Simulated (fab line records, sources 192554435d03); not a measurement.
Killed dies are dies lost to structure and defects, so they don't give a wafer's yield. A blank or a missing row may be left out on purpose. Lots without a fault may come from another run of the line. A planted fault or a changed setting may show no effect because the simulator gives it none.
Which tool did it? | flow n5_finfet | 24 lots, 72 wafers sampled, at 5 steps of a route of 1938

WHAT THE GAUGES READ, wafer by wafer
N5_BEOL_M2_THK_MEAS_01. Usual: M2_ILD_THK 79.0 nm, standard deviation 0.94.
lot  | measured     | on            | M2_ILD_THK (nm) | flag
L074 | day 6 17:02  | film_metro-02 | 77.8 79.9 80.2  |
L075 | day 7 01:55  | film_metro-01 | 78.5 78.5 79.2  |
L076 | day 7 04:24  | film_metro-01 | 78.4 78.1 79.7  |
L077 | day 7 17:36  | film_metro-02 | 77.7 78.2 79.3  |
L078 | day 7 20:41  | film_metro-02 | 78.3 78.2 79.6  |
L079 | day 8 00:20  | film_metro-01 | 78.1 78.2 77.3  |
L080 | day 8 07:16  | film_metro-01 | 77.2 78.0 78.8  |
L081 | day 8 07:47  | film_metro-02 | 78.3 79.7 80.5  |
L082 | day 8 11:35  | film_metro-01 | 77.8 79.2 79.2  |
L083 | day 8 20:49  | film_metro-01 | 78.6 77.7 78.0  |
L084 | day 9 03:22  | film_metro-02 | 78.7 79.7 79.3  |
L085 | day 9 04:52  | film_metro-01 | 78.7 78.3 79.6  |
L086 | day 9 23:37  | film_metro-02 | 78.2 80.1 79.7  |
L087 | day 10 02:53 | film_metro-01 | 77.4 78.3 79.0  |
L088 | day 10 06:17 | film_metro-02 | 79.6 80.2 80.8  |
L090 | day 10 15:26 | film_metro-02 | 78.0 78.4 78.3  |
L089 | day 10 15:40 | film_metro-01 | 80.4 80.8 81.7  |
L091 | day 10 21:40 | film_metro-01 | 77.8 79.0 80.4  |
L092 | day 10 23:45 | film_metro-01 | 78.8 80.5 80.2  |
L093 | day 11 02:23 | film_metro-02 | 77.9 79.0 78.9  |
L094 | day 11 09:50 | film_metro-01 | 78.4 78.2 80.1  |
L095 | day 11 16:08 | film_metro-01 | 77.4 77.8 79.1  |
L096 | day 11 23:26 | film_metro-02 | 78.8 78.4 79.4  |
L097 | day 12 12:02 | film_metro-02 | 78.5 79.6 78.8  |

WHICH TOOL RAN EACH LOT (tool, then ch and the chambers of the sampled wafers, then the start)
lot  | N5_BEOL_M1_ANNEAL_80         | N5_BEOL_M1_ANNEAL_91         | N5_BEOL_M1_ANNEAL_95         | N5_BEOL_M1_CO_CAP_55
L074 | pvd_sputter-03, day 6 14:19  | pvd_sputter-03, day 6 15:12  | pvd_sputter-03, day 6 15:38  | cvd_co-02 ch 0,2, day 6 16:43
L075 | pvd_sputter-01, day 6 23:16  | pvd_sputter-01, day 7 00:08  | pvd_sputter-01, day 7 00:35  | cvd_co-01 ch 0,1, day 7 01:36
L076 | pvd_sputter-02, day 7 01:45  | pvd_sputter-02, day 7 02:38  | pvd_sputter-02, day 7 03:04  | cvd_co-02 ch 0,1,2, day 7 04:05
L077 | pvd_sputter-03, day 7 05:11  | pvd_sputter-03, day 7 15:50  | pvd_sputter-03, day 7 16:17  | cvd_co-02 ch 0,1,2, day 7 17:17
L078 | pvd_sputter-03, day 7 17:31  | pvd_sputter-03, day 7 18:23  | pvd_sputter-03, day 7 18:50  | cvd_co-01 ch 0,2, day 7 20:22
L079 | pvd_sputter-02, day 7 20:49  | pvd_sputter-02, day 7 21:42  | pvd_sputter-02, day 7 22:08  | cvd_co-01 ch 0,1, day 8 00:02
L080 | pvd_sputter-03, day 8 03:07  | pvd_sputter-03, day 8 03:59  | pvd_sputter-03, day 8 04:26  | cvd_co-02 ch 0,1, day 8 06:56
L081 | pvd_sputter-02, day 8 03:50  | pvd_sputter-02, day 8 04:43  | pvd_sputter-02, day 8 05:09  | cvd_co-02 ch 0,2, day 8 07:29
L082 | pvd_sputter-02, day 8 06:29  | pvd_sputter-02, day 8 07:22  | pvd_sputter-02, day 8 07:49  | cvd_co-02 ch 0,1, day 8 11:17
L083 | pvd_sputter-02, day 8 18:11  | pvd_sputter-02, day 8 19:04  | pvd_sputter-02, day 8 19:30  | cvd_co-01 ch 0,1, day 8 20:30
L084 | pvd_sputter-03, day 9 00:43  | pvd_sputter-03, day 9 01:36  | pvd_sputter-03, day 9 02:02  | cvd_co-02 ch 1,2, day 9 03:02
L085 | pvd_sputter-01, day 9 02:11  | pvd_sputter-01, day 9 03:04  | pvd_sputter-01, day 9 03:30  | cvd_co-01 ch 0,1,2, day 9 04:33
L086 | pvd_sputter-01, day 9 20:53  | pvd_sputter-01, day 9 21:46  | pvd_sputter-01, day 9 22:13  | cvd_co-01 ch 0,1,2, day 9 23:17
L087 | pvd_sputter-03, day 10 00:07 | pvd_sputter-03, day 10 01:00 | pvd_sputter-03, day 10 01:26 | cvd_co-01 ch 1,2, day 10 02:35
L088 | pvd_sputter-01, day 10 03:36 | pvd_sputter-01, day 10 04:29 | pvd_sputter-01, day 10 04:55 | cvd_co-02 ch 0,1,2, day 10 05:58
L090 | pvd_sputter-03, day 10 12:44 | pvd_sputter-03, day 10 13:37 | pvd_sputter-03, day 10 14:03 | cvd_co-01 ch 1,2, day 10 15:07
L089 | pvd_sputter-02, day 10 12:54 | pvd_sputter-02, day 10 13:47 | pvd_sputter-02, day 10 14:13 | cvd_co-02 ch 0,1,2, day 10 15:20
L091 | pvd_sputter-02, day 10 19:01 | pvd_sputter-02, day 10 19:54 | pvd_sputter-02, day 10 20:20 | cvd_co-02 ch 0,1, day 10 21:21
L092 | pvd_sputter-03, day 10 20:52 | pvd_sputter-03, day 10 21:45 | pvd_sputter-03, day 10 22:11 | cvd_co-02 ch 0,1,2, day 10 23:26
L093 | pvd_sputter-03, day 10 23:43 | pvd_sputter-03, day 11 00:35 | pvd_sputter-03, day 11 01:02 | cvd_co-01 ch 1,2, day 11 02:02
L094 | pvd_sputter-01, day 11 07:12 | pvd_sputter-01, day 11 08:05 | pvd_sputter-01, day 11 08:31 | cvd_co-01 ch 0,2, day 11 09:31
L095 | pvd_sputter-03, day 11 13:29 | pvd_sputter-03, day 11 14:22 | pvd_sputter-03, day 11 14:49 | cvd_co-02 ch 0,2, day 11 15:49
L096 | pvd_sputter-01, day 11 20:47 | pvd_sputter-01, day 11 21:40 | pvd_sputter-01, day 11 22:06 | cvd_co-01 ch 0,1,2, day 11 23:07
L097 | pvd_sputter-01, day 12 09:24 | pvd_sputter-01, day 12 10:17 | pvd_sputter-01, day 12 10:43 | cvd_co-01 ch 0,1, day 12 11:44
- N5_BEOL_M1_ANNEAL_80: time 240 s.
- N5_BEOL_M1_ANNEAL_91: time 240 s.
- N5_BEOL_M1_ANNEAL_95: time 240 s.
- N5_BEOL_M1_CO_CAP_55: material Co, precursor CCTBA/H2, target thk 2 nm, time 102.1 s.

WHAT THE TOOLS THEMSELVES READ (means of the sampled wafers that have a number; where no wafer has one, the mark that the record gives instead)
N5_BEOL_M1_ANNEAL_80. Usual: heater_power_w 856 W, standard deviation 53.
lot  | tool           | heater_power_w (W) | flag
L074 | pvd_sputter-03 | 857                |
L075 | pvd_sputter-01 | 848                |
L076 | pvd_sputter-02 | 898                |
L077 | pvd_sputter-03 | 836                |
L078 | pvd_sputter-03 | 854                |
L079 | pvd_sputter-02 | 921                |
L080 | pvd_sputter-03 | 877                |
L081 | pvd_sputter-02 | 879                |
L082 | pvd_sputter-02 | 849                |
L083 | pvd_sputter-02 | 923                |
L084 | pvd_sputter-03 | 895                |
L085 | pvd_sputter-01 | 837                |
L086 | pvd_sputter-01 | 803                |
L087 | pvd_sputter-03 | 884                |
L088 | pvd_sputter-01 | 831                |
L090 | pvd_sputter-03 | 845                |
L089 | pvd_sputter-02 | 890                |
L091 | pvd_sputter-02 | 894                |
L092 | pvd_sputter-03 | 868                |
L093 | pvd_sputter-03 | 881                |
L094 | pvd_sputter-01 | 814                |
L095 | pvd_sputter-03 | 893                |
L096 | pvd_sputter-01 | 834                |
L097 | pvd_sputter-01 | 846                |

N5_BEOL_M1_ANNEAL_91. Usual: heater_power_w 857 W, standard deviation 55.
lot  | tool           | heater_power_w (W) | flag
L074 | pvd_sputter-03 | 854                |
L075 | pvd_sputter-01 | 851                |
L076 | pvd_sputter-02 | 919                |
L077 | pvd_sputter-03 | 837                |
L078 | pvd_sputter-03 | 847                |
L079 | pvd_sputter-02 | 906                |
L080 | pvd_sputter-03 | 881                |
L081 | pvd_sputter-02 | 890                |
L082 | pvd_sputter-02 | 869                |
L083 | pvd_sputter-02 | 915                |
L084 | pvd_sputter-03 | 899                |
L085 | pvd_sputter-01 | 833                |
L086 | pvd_sputter-01 | 804                |
L087 | pvd_sputter-03 | 865                |
L088 | pvd_sputter-01 | 826                |
L090 | pvd_sputter-03 | 858                |
L089 | pvd_sputter-02 | 891                |
L091 | pvd_sputter-02 | 902                |
L092 | pvd_sputter-03 | 856                |
L093 | pvd_sputter-03 | 900                |
L094 | pvd_sputter-01 | 812                |
L095 | pvd_sputter-03 | 897                |
L096 | pvd_sputter-01 | 849                |
L097 | pvd_sputter-01 | 852                |

N5_BEOL_M1_ANNEAL_95. Usual: heater_power_w 859 W, standard deviation 56.
lot  | tool           | heater_power_w (W) | flag
L074 | pvd_sputter-03 | 857                |
L075 | pvd_sputter-01 | 847                |
L076 | pvd_sputter-02 | 929                |
L077 | pvd_sputter-03 | 830                |
L078 | pvd_sputter-03 | 852                |
L079 | pvd_sputter-02 | 914                |
L080 | pvd_sputter-03 | 884                |
L081 | pvd_sputter-02 | 882                |
L082 | pvd_sputter-02 | 870                |
L083 | pvd_sputter-02 | 919                |
L084 | pvd_sputter-03 | 889                |
L085 | pvd_sputter-01 | 836                |
L086 | pvd_sputter-01 | 806                |
L087 | pvd_sputter-03 | 888                |
L088 | pvd_sputter-01 | 826                |
L090 | pvd_sputter-03 | 857                |
L089 | pvd_sputter-02 | 887                |
L091 | pvd_sputter-02 | 894                |
L092 | pvd_sputter-03 | 869                |
L093 | pvd_sputter-03 | 897                |
L094 | pvd_sputter-01 | 810                |
L095 | pvd_sputter-03 | 908                |
L096 | pvd_sputter-01 | 840                |
L097 | pvd_sputter-01 | 841                |

N5_BEOL_M1_CO_CAP_55. Usual: heater_power_w 237 W, standard deviation 19.
lot  | tool      | heater_power_w (W) | flag
L074 | cvd_co-02 | 252                |
L075 | cvd_co-01 | 241                |
L076 | cvd_co-02 | 241                |
L077 | cvd_co-02 | 240                |
L078 | cvd_co-01 | 219                |
L079 | cvd_co-01 | 242                |
L080 | cvd_co-02 | 224                |
L081 | cvd_co-02 | 240                |
L082 | cvd_co-02 | 225                |
L083 | cvd_co-01 | 233                |
L084 | cvd_co-02 | 253                |
L085 | cvd_co-01 | 230                |
L086 | cvd_co-01 | 235                |
L087 | cvd_co-01 | 245                |
L088 | cvd_co-02 | 240                |
L090 | cvd_co-01 | 233                |
L089 | cvd_co-02 | 241                |
L091 | cvd_co-02 | 230                |
L092 | cvd_co-02 | 244                |
L093 | cvd_co-01 | 244                |
L094 | cvd_co-01 | 220                |
L095 | cvd_co-02 | 256                |
L096 | cvd_co-01 | 232                |
L097 | cvd_co-01 | 241                |

THE ANSWER, worked out from the rows above alone
Rule: a lot is off if the mean of its wafers that have a number lies more than 3 standard deviations from the usual mean. A lot without any number at a reading at which 4 lots or more have one is off too. The other lots that the step has rows for count as sound. The gauges are gone through in route order, then the tools' own readings, and for those a lot's mean is taken as printed above. The first step at which some lot is off is used, and at that step the reading that is off furthest; a lot without a number counts as furthest.
No lot is off at any reading shown: from this, nothing can be told.

WHAT THE SIMULATOR HAD PUT IN
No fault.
